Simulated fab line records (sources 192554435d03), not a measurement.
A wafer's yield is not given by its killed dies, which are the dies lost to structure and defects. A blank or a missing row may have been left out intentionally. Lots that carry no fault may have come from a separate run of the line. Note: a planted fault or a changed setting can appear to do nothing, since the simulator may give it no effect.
Matching of chambers	flow n5-finfet	N5_FIN_CUT_ETCH_21 on rie-diel-05 has 4 sister chambers
The step etches SOC in N2/H2, target depth 219 nm, overetch 43.8 nm, time 523.5 s. 14 wafers are shown with their chamber, then 7 later ones without.

WAFERS WITH THEIR CHAMBER
wafer	chamber	throttle-valve-pct (%)	drypump-motor-current-A (A)	oes-product-au (a.u.)
L086.1	3	17.84	5.2	0.83
L086.4	2	17.66	5.1	0.79
L086.5	3	17.86	5.2	0.83
L087.1	2	17.65	5.1	0.79
L087.4	0	17.65	6.1	0.79
L087.5	0	17.65	6.0	0.79
L088.1	2	17.67	5.1	0.79
L088.3	1	18.03	5.9	0.85
L088.6	0	17.66	6.1	0.80
L091.2	2	17.68	5.1	0.78
L091.3	3	17.86	5.2	0.82
L091.5	2	17.68	5.1	0.79
L092.2	3	17.86	5.2	0.81
L092.4	1	18.03	5.8	0.84

SIGNATURES, as means of the wafers listed above
reading	chamber 0	chamber 1	chamber 2	chamber 3	scatter within a chamber
throttle-valve-pct	17.6533	18.0300	17.6680	17.8550	0.0102
drypump-motor-current-A	6.067	5.850	5.100	5.200	0.0342
oes-product-au	0.7933	0.8450	0.7880	0.8225	0.00687
Rule: for each reading, subtract the chamber's mean from the wafer's reading, divide by that reading's scatter and square the result; add these up over the readings and take the root, which gives the wafer's distance from the chamber. If the next closest chamber is less than 2 further off than the closest, the wafer can't be placed; otherwise it belongs to the closest. The scatter: the root of (the sum of the squares of (reading less its chamber's mean) over the shown wafers, divided by (wafers less chambers)).

WAFERS WITHOUT THEIR CHAMBER
wafer	throttle-valve-pct (%)	drypump-motor-current-A (A)	oes-product-au (a.u.)
L092.5	17.66	6.0	0.79
L094.2	17.67	5.1	0.79
L094.4	17.65	6.1	0.79
L094.6	17.85	5.2	0.81
L096.2	18.04	5.8	0.83
L096.4	17.66	6.0	0.78
L096.6	17.68	5.1	0.77

WHICH CHAMBER EACH ONE RAN IN
wafer	from the rows above	in truth
L092.5	0	0
L094.2	2	2
L094.4	0	0
L094.6	3	3
L096.2	1	1
L096.4	0	0
L096.6	2	2
7 of 7 placed correctly. From these rows, 0 cannot be placed. 0 placed wrongly.
